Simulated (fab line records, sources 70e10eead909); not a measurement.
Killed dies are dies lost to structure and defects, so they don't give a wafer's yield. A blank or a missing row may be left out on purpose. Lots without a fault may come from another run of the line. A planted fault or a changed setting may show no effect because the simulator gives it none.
A struck lot beside a sound one | flow nand_harc | 11 steps out of a route of 1302
Sound: wafers L123.2, L123.3, L123.6. Struck: wafer L135.1. (L135.3, L135.5 of the same lot were not struck and are left out.) The cause comes at the end.
At each step with rows: each side's tool, then ch and its chambers, then its first start. Under that, the readings that differ: sound wafers | struck wafers | difference of the means | sigmas: that difference in standard deviations of wafers without a fault.
alike: readings whose means differ by less than 2 such deviations, and words and numbers that are the same on both sides. not compared: withheld readings, readings that some wafer has no value for, bounds like >300 that may hide the same value, and numbers for which the record gives no deviation and whose values overlap.
The two part at a step that has a row with sigmas, a row that says differs or no value, or rows on one side only. Numbers that don't overlap but have no deviation are shown without sigmas and don't part them. A reading that every wafer of one side lacks parts them only if that side has two wafers or more.

NHARC_A_WL_FILL_INSPECT_15:
  sound on defect_inspect-01, day 22 13:48; struck on defect_inspect-02, day 28 02:20
  alike: raw_defect_count
NHARC_A_CONTACT_DEP_24: deposits SiO2, target thk 500 nm.
  sound on pecvd-01 ch 0,1, day 22 14:02; struck on pecvd-03 ch 0, day 28 02:23
  alike: heater_power_outer_w, heater_power_w, throttle_valve_pct
  not compared: since_wet_clean_h
NHARC_A_CONTACT_DEP_28: deposits aC, target thk 7000 nm.
  sound on acl_dep-01 ch 0, day 22 18:23; struck on acl_dep-03 ch 0, day 28 03:32
  alike: throttle_valve_pct
NHARC_A_CONTACT_DEP_29: deposits SiON, target thk 100 nm.
  sound on pecvd-03 ch 0,2, day 22 21:55; struck on pecvd-02 ch 1, day 28 07:56
  alike: heater_power_outer_w, heater_power_w
  not compared: since_wet_clean_h
then, 5 steps without rows for these wafers: NHARC_A_CONTACT_DEHYDRATE_32 (time 120 s); NHARC_A_CONTACT_HMDS_33 (time 30 s); NHARC_A_CONTACT_COAT_34 (time 75 s); NHARC_A_CONTACT_COAT_35 (time 65 s); NHARC_A_CONTACT_COAT_36 (resist thk 90 nm).
NHARC_A_CONTACT_SOFTBAKE_37: time 55 s.
  sound on litho_track-04 ch 0, day 22 22:00; struck on litho_track-04 ch 0, day 28 08:00
  reading                  | sound                | struck | difference | sigmas
  heater_power_total_W (W) | 188.41 188.69 188.35 | 209.86 | +21.38     | +99 or more
  alike: chill_plate_temp_C, resist_line_temp_C
then, 1 step without rows for these wafers: NHARC_A_CONTACT_EBR_38.

WHERE THEY PART
Only at NHARC_A_CONTACT_SOFTBAKE_37, within this record.

WHY: what the simulator had put in
Process parameter drift: litho_track-04, from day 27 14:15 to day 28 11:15, at NHARC_A_CONTACT_SOFTBAKE_37. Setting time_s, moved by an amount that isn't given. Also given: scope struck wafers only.
